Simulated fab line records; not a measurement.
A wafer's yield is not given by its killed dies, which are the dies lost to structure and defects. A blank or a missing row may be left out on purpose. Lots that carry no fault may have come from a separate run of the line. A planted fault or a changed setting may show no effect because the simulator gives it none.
Which tool was responsible?	flow nand harc	11 lots with 33 wafers sampled at 6 steps, on a route of 1302 steps

== WHAT THE GAUGES SHOWED, per wafer ==
NHARC_P_M2_THK_MEAS_24: measures by xrf.
lot	measured	on	thk nm (nm)
L826	day 7 04:26	film metro-01	140.9 146.2 142.5
L829	day 8 15:13	film metro-02	145.4 144.9 142.2
L830	day 8 20:43	film metro-02	145.9 143.9 143.7
L831	day 9 12:49	film metro-01	145.9 145.0 145.2
L834	day 10 12:41	film metro-01	145.5 144.3 144.0
L835	day 11 00:37	film metro-02	143.9 142.6 144.6
L836	day 11 11:08	film metro-01	145.5 146.3 144.4
L844	day 14 12:46	film metro-01	143.8 144.1 142.6
L845	day 15 07:34	film metro-02	145.6 144.4 146.7
L846	day 15 15:06	film metro-02	145.2 146.2 143.4
L847	day 16 00:14	film metro-02	143.2 142.5 143.6

NHARC_P_BONDPAD_THK_MEAS_33: measures by ellipsometry.
lot	measured	on	thk nm (nm)
L826	day 7 05:49	film metro-01	200.9 198.8 202.3
L829	day 8 16:35	film metro-01	200.5 202.0 202.4
L830	day 8 22:05	film metro-01	198.2 201.6 199.4
L831	day 9 14:11	film metro-01	201.8 200.0 199.4
L834	day 10 14:04	film metro-01	199.5 198.6 200.1
L835	day 11 02:00	film metro-02	201.0 202.6 203.1
L836	day 11 12:30	film metro-02	197.3 201.6 201.9
L844	day 14 14:11	film metro-02	246.7 244.5 248.7
L845	day 15 08:56	film metro-02	247.0 261.2 253.1
L846	day 15 16:39	film metro-01	243.6 250.7 249.7
L847	day 16 01:37	film metro-01	197.5 199.7 200.9

NHARC_END_SORT_01.
lot	measured	on	defect limited yield (%)	killed at array	killed at other	killed at periphery	killed dies	killed open	killed short	sort_bin_2_pct (%)	sort_bin_3_pct (%)	sort_bin_4_pct (%)	sort n pass	sort rim yield pct (%)	sort yield pct (%)
L826	day 24 22:47	prober-02	88.0 86.7 88.3	81 87 77	0 2 1	0 1 1	81 90 79	2 2 6	1 2 0	5.3 5.5 5.3	0.6 1.0 1.3	6.1 6.8 5.0	596 587 598	95 95 92	88.0 86.7 88.3
L829	day 26 02:25	prober-02	91.3 92.2 91.7	53 46 49	3 2 3	3 5 4	59 53 56	1 2 6	3 6 1	3.5 2.2 2.2	0.9 0.7 0.7	4.3 4.9 5.3	618 624 621	95 96 95	91.3 92.2 91.7
L830	day 26 22:41	prober-02	94.7 95.9 95.4	32 26 25	3 0 1	1 2 5	36 28 31	6 3 3	1 3 2	1.9 1.5 1.2	0 0 0.1	3.4 2.7 3.2	641 649 646	97 93 92	94.7 95.9 95.4
L831	day 27 22:25	prober-01	89.5 91.6 93.5	58 49 38	1 1 2	12 7 4	71 57 44	8 7 4	5 1 3	4.0 3.0 2.2	1.2 0.4 0.4	5.3 5.0 3.8	606 620 633	88 87 90	89.5 91.6 93.5
L834	day 28 06:58	prober-02	90.7 91.0 90.0	59 53 61	1 1 4	3 7 3	63 61 68	4 1 2	0 0 3	2.8 3.2 3.7	0.3 0.4 0.6	6.2 5.3 5.8	614 616 609	92 98 91	90.7 91.0 90.0
L835	day 29 04:59	prober-02	90.3 91.7 89.7	60 52 60	0 0 0	6 4 10	66 56 70	3 5 3	5 0 3	3.8 4.1 3.4	0.6 0.4 0.3	5.3 3.7 6.6	611 621 607	92 91 88	90.3 91.7 89.7
L836	day 29 06:35	prober-01	87.9 89.2 85.8	77 62 91	0 4 0	5 7 5	82 73 96	2 1 6	5 5 3	5.5 4.7 5.3	1.3 0.7 0.9	5.3 5.3 8.0	595 604 581	91 89 92	87.9 89.2 85.8
L844	day 32 20:22	prober-01	0 0 0	52 66 52	0 1 0	625 610 625	677 677 677	4 5 1	3 2 3	94.7 93.6 94.5	0.9 0.6 0.7	4.4 5.8 4.7	0 0 0	0 0 0	0 0 0
L845	day 33 05:23	prober-02	0 0 0	25 32 25	6 0 1	646 645 651	677 677 677	5 7 3	2 0 5	96.0 96.0 96.3	0.4 0.4 0.1	3.5 3.5 3.5	0 0 0	0 0 0	0 0 0
L846	day 34 00:17	prober-02	0 0 0	33 36 68	0 0 1	644 641 608	677 677 677	1 3 4	1 3 4	96.3 96.3 92.8	0.4 0.1 1.0	3.2 3.5 6.2	0 0 0	0 0 0	0 0 0
L847	day 33 05:26	prober-01	89.8 91.1 92.8	56 55 42	2 1 0	11 4 7	69 60 49	5 4 4	2 0 1	3.7 3.8 2.2	1.0 0.6 0.3	5.5 4.4 4.7	608 617 628	86 94 89	89.8 91.1 92.8

== WHICH TOOL RAN EACH LOT (tool, then ch and the chambers of the sampled wafers, then the start) ==
lot	NHARC_P_M2_STRIP_18	NHARC_P_M2_PRE_CLEAN_30	NHARC_P_BONDPAD_CMP_32
L826	rie diel-08 ch 0,3, day 7 02:23	pvd sputter-01, day 7 04:26 or earlier	cmp-04 ch 1,2, day 7 05:35
L829	rie diel-02 ch 1,2, day 8 13:13	pvd sputter-03, day 8 15:13 or earlier	cmp-02 ch 1,2, day 8 16:22
L830	rie diel-08 ch 1,2,3, day 8 18:44	pvd sputter-02, day 8 20:43 or earlier	cmp-02 ch 0,3, day 8 21:52
L831	rie diel-08 ch 0,3, day 9 10:47	pvd sputter-02, day 9 12:49 or earlier	cmp-03 ch 0,2,3, day 9 13:56
L834	rie diel-08 ch 0,1,2, day 10 10:35	pvd sputter-03, day 10 12:41 or earlier	cmp-03 ch 1,2, day 10 13:49
L835	rie diel-02 ch 0,2, day 10 22:35	pvd sputter-03, day 11 00:37 or earlier	cmp-04 ch 0,2,3, day 11 01:46
L836	rie diel-02 ch 0,1, day 11 09:07	pvd sputter-03, day 11 11:08 or earlier	cmp-04 ch 0,3, day 11 12:15
L844	rie diel-08 ch 0,2,3, day 14 10:46	pvd sputter-03, day 14 12:46 or earlier	cmp-03 ch 0,1,2, day 14 13:56
L845	rie diel-02 ch 0,3, day 15 05:29	pvd sputter-01, day 15 07:34 or earlier	cmp-04 ch 0,2,3, day 15 08:43
L846	rie diel-08 ch 0,1, day 15 13:03	pvd sputter-02, day 15 15:06 or earlier	cmp-03 ch 1,3, day 15 16:25
L847	rie diel-09 ch 0,3, day 15 22:13	pvd sputter-01, day 16 00:14 or earlier	cmp-04 ch 0,1, day 16 01:22
- NHARC_P_M2_STRIP_18: strips in N2/H2.
- NHARC_P_M2_PRE_CLEAN_30: time 30 s.
- NHARC_P_BONDPAD_CMP_32: polishes SiCN, target thk 200 nm.

== AS READ BY THE TOOLS THEMSELVES (means over the sampled wafers that have a number; for cases with no such wafer, the mark the record gives instead) ==
NHARC_P_M2_STRIP_18.
lot	tool	drypump motor current A (A)	oes product au (a.u.)	rf vpp V (V)	showerhead plenum p Torr (Torr)	throttle valve pct (%)
L826	rie diel-08	6.3	1.002	91.3	2.07	14.173
L829	rie diel-02	5.7	0.986	89.4	1.92	14.172
L830	rie diel-08	5.9	0.996	91.3	2.12	14.178
L831	rie diel-08	6.3	1.009	90.9	2.07	14.167
L834	rie diel-08	6.2	1.001	90.6	2.12	14.175
L835	rie diel-02	5.4	1.006	89.9	1.95	14.167
L836	rie diel-02	6.0	1.001	90.0	1.97	14.164
L844	rie diel-08	5.9	1.009	90.6	2.11	14.177
L845	rie diel-02	5.3	1.002	91.3	2.09	14.171
L846	rie diel-08	6.5	1.001	91.2	2.09	14.172
L847	rie diel-09	6.0	0.998	89.7	1.94	14.167

NHARC_P_M2_PRE_CLEAN_30.
lot	tool	heater power w (W)	susceptor temp C (C)
L826	pvd sputter-01	403	280.04
L829	pvd sputter-03	446	279.92
L830	pvd sputter-02	359	-
L831	pvd sputter-02	416	280.09
L834	pvd sputter-03	453	279.75
L835	pvd sputter-03	433	280.09
L836	pvd sputter-03	404	279.84
L844	pvd sputter-03	437	279.89
L845	pvd sputter-01	411	280.14
L846	pvd sputter-02	382	-
L847	pvd sputter-01	416	280.12

NHARC_P_BONDPAD_CMP_32.
lot	tool	edge zone pressure frac	motor current A (A)
L826	cmp-04	1.004	10.2
L829	cmp-02	0.999	11.3
L830	cmp-02	0.994	12.0
L831	cmp-03	0.999	11.8
L834	cmp-03	0.998	11.6
L835	cmp-04	1.002	11.6
L836	cmp-04	0.999	12.8
L844	cmp-03	-	-
L845	cmp-04	-	-
L846	cmp-03	-	-
L847	cmp-04	0.997	11.8

== THE ANSWER, worked out from the rows above alone ==
Rule: the usual values come from the lots themselves. The widest of any qualifying gaps counts: lots, ordered by their means at a reading, are off when they make up no more than a third of the lots, leave a main group of 4 or more, and stand apart from it by 3 or more times the standard deviation of that group's means. A main group is skipped when, at the precision printed for the reading in the tables above, its means are all equal. Also off: a lot with no number at a reading for which 4 or more lots have one. Any other lot the step has rows for is counted as sound. First the gauges in route order, then the tools' own readings, where a lot's mean is used as printed above. At the first step where some lot is off, the reading lying furthest off is the one used; lots without a number count as furthest.
Off, at NHARC_P_BONDPAD_THK_MEAS_33 on thk nm: L844, L845, L846. The main group: mean 200.5 nm, standard deviation 0.97.
A tool fits if, at a process step before that reading, it ran every lot that is off, and no sound lot after the first of them. The gauges at NHARC_P_BONDPAD_THK_MEAS_33 aren't tried: what is off there is off at NHARC_END_SORT_01 too, on other tools, and a gauge's error can't cause that. NHARC_P_M2_PRE_CLEAN_30 gives no start for some lots, so the hours and the order of its lots are those of NHARC_P_M2_THK_MEAS_24. Not one of the candidates tried fits.

== WHAT THE SIMULATOR HAD PUT IN ==
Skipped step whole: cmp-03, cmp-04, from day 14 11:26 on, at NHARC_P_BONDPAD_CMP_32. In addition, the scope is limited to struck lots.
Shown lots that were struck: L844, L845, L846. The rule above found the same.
